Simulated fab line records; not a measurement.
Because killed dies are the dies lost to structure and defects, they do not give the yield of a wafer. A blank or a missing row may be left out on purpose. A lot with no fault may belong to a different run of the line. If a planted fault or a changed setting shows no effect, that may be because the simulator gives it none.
Matching of chambers || flow n5Finfet || 3 sister chambers for N5_BEOL_M9_ILD_DEP_00 on pecvd-04
The step deposits SiCOH lowk from DEMS/porogen, target thk 308.51 nm, time 58 s. 20 wafers are shown with their chamber, then 10 later ones without.

EACH WAFER AND ITS CHAMBER
{"wafer": "L076.2", "chamber": 2, "throttleValvePct (%)": 12.6, "heaterPowerW (W)": 329, "showerheadPlenumPTorr (Torr)": 5.729}
{"wafer": "L076.5", "chamber": 1, "throttleValvePct (%)": 16.0, "heaterPowerW (W)": 380, "showerheadPlenumPTorr (Torr)": 5.736}
{"wafer": "L076.6", "chamber": 0, "throttleValvePct (%)": 14.2, "heaterPowerW (W)": 251, "showerheadPlenumPTorr (Torr)": 5.701}
{"wafer": "L081.2", "chamber": 0, "throttleValvePct (%)": 13.9, "heaterPowerW (W)": 273, "showerheadPlenumPTorr (Torr)": 5.723}
{"wafer": "L081.4", "chamber": 2, "throttleValvePct (%)": 12.9, "heaterPowerW (W)": 332, "showerheadPlenumPTorr (Torr)": 5.721}
{"wafer": "L081.6", "chamber": 2, "throttleValvePct (%)": 12.5, "heaterPowerW (W)": 336, "showerheadPlenumPTorr (Torr)": 5.718}
{"wafer": "L083.4", "chamber": 2, "throttleValvePct (%)": 12.8, "heaterPowerW (W)": 329, "showerheadPlenumPTorr (Torr)": 5.728}
{"wafer": "L083.5", "chamber": 0, "throttleValvePct (%)": 14.2, "heaterPowerW (W)": 287, "showerheadPlenumPTorr (Torr)": 5.713}
{"wafer": "L083.6", "chamber": 1, "throttleValvePct (%)": 16.0, "heaterPowerW (W)": 367, "showerheadPlenumPTorr (Torr)": 5.733}
{"wafer": "L084.3", "chamber": 1, "throttleValvePct (%)": 16.0, "heaterPowerW (W)": 374, "showerheadPlenumPTorr (Torr)": 5.743}
{"wafer": "L084.4", "chamber": 2, "throttleValvePct (%)": 12.7, "heaterPowerW (W)": 338, "showerheadPlenumPTorr (Torr)": 5.729}
{"wafer": "L084.5", "chamber": 0, "throttleValvePct (%)": 14.2, "heaterPowerW (W)": 288, "showerheadPlenumPTorr (Torr)": 5.721}
{"wafer": "L085.2", "chamber": 2, "throttleValvePct (%)": 12.4, "heaterPowerW (W)": 300, "showerheadPlenumPTorr (Torr)": 5.736}
{"wafer": "L085.3", "chamber": 2, "throttleValvePct (%)": 12.8, "heaterPowerW (W)": 316, "showerheadPlenumPTorr (Torr)": 5.730}
{"wafer": "L085.6", "chamber": 1, "throttleValvePct (%)": 16.0, "heaterPowerW (W)": 384, "showerheadPlenumPTorr (Torr)": 5.756}
{"wafer": "L086.1", "chamber": 2, "throttleValvePct (%)": 13.0, "heaterPowerW (W)": 346, "showerheadPlenumPTorr (Torr)": 5.727}
{"wafer": "L086.2", "chamber": 0, "throttleValvePct (%)": 13.9, "heaterPowerW (W)": 250, "showerheadPlenumPTorr (Torr)": 5.723}
{"wafer": "L086.4", "chamber": 1, "throttleValvePct (%)": 16.0, "heaterPowerW (W)": 366, "showerheadPlenumPTorr (Torr)": 5.740}
{"wafer": "L087.2", "chamber": 0, "throttleValvePct (%)": 13.9, "heaterPowerW (W)": 274, "showerheadPlenumPTorr (Torr)": 5.717}
{"wafer": "L087.3", "chamber": 1, "throttleValvePct (%)": 16.2, "heaterPowerW (W)": 371, "showerheadPlenumPTorr (Torr)": 5.746}

SIGNATURES (means of the wafers above)
{"reading": "throttleValvePct", "chamber 0": 14.050, "chamber 1": 16.033, "chamber 2": 12.713, "scatter within a chamber": 0.164}
{"reading": "heaterPowerW", "chamber 0": 270.50, "chamber 1": 373.67, "chamber 2": 328.25, "scatter within a chamber": 13.5}
{"reading": "showerheadPlenumPTorr", "chamber 0": 5.71633, "chamber 1": 5.74233, "chamber 2": 5.72725, "scatter within a chamber": 0.0073}
Rule: a wafer lies at a distance from a chamber equal to the root of the sum of squares, over the readings, of (its reading less the chamber's mean, divided by the reading's scatter). The wafer belongs to the nearest chamber; if the next one is less than 2 further off, it can't be placed. The scatter: take each reading less its chamber's mean, square it, sum over the shown wafers, divide by the number of wafers less the number of chambers, and take the root.

WAFERS WITHOUT THEIR CHAMBER
{"wafer": "L087.6", "throttleValvePct (%)": 12.6, "heaterPowerW (W)": 354, "showerheadPlenumPTorr (Torr)": 5.739}
{"wafer": "L090.1", "throttleValvePct (%)": 13.9, "heaterPowerW (W)": 301, "showerheadPlenumPTorr (Torr)": 5.695}
{"wafer": "L090.4", "throttleValvePct (%)": 12.8, "heaterPowerW (W)": 305, "showerheadPlenumPTorr (Torr)": 5.718}
{"wafer": "L090.6", "throttleValvePct (%)": 15.9, "heaterPowerW (W)": 313, "showerheadPlenumPTorr (Torr)": 5.748}
{"wafer": "L096.2", "throttleValvePct (%)": 15.9, "heaterPowerW (W)": 368, "showerheadPlenumPTorr (Torr)": 5.750}
{"wafer": "L096.3", "throttleValvePct (%)": 12.9, "heaterPowerW (W)": 336, "showerheadPlenumPTorr (Torr)": 5.745}
{"wafer": "L096.4", "throttleValvePct (%)": 13.8, "heaterPowerW (W)": 235, "showerheadPlenumPTorr (Torr)": 5.715}
{"wafer": "L097.2", "throttleValvePct (%)": 13.2, "heaterPowerW (W)": 301, "showerheadPlenumPTorr (Torr)": 5.725}
{"wafer": "L097.3", "throttleValvePct (%)": 16.0, "heaterPowerW (W)": 342, "showerheadPlenumPTorr (Torr)": 5.737}
{"wafer": "L097.6", "throttleValvePct (%)": 14.1, "heaterPowerW (W)": 288, "showerheadPlenumPTorr (Torr)": 5.712}

THE CHAMBER EACH PASSED THROUGH
{"wafer": "L087.6", "from the rows above": 2, "in truth": 2}
{"wafer": "L090.1", "from the rows above": 0, "in truth": 0}
{"wafer": "L090.4", "from the rows above": 2, "in truth": 2}
{"wafer": "L090.6", "from the rows above": 1, "in truth": 1}
{"wafer": "L096.2", "from the rows above": 1, "in truth": 1}
{"wafer": "L096.3", "from the rows above": 2, "in truth": 2}
{"wafer": "L096.4", "from the rows above": 0, "in truth": 0}
{"wafer": "L097.2", "from the rows above": 2, "in truth": 2}
{"wafer": "L097.3", "from the rows above": 1, "in truth": 1}
{"wafer": "L097.6", "from the rows above": 0, "in truth": 0}
Correctly placed: 10 of 10. Not placeable from these rows: 0. 0 placed wrongly.
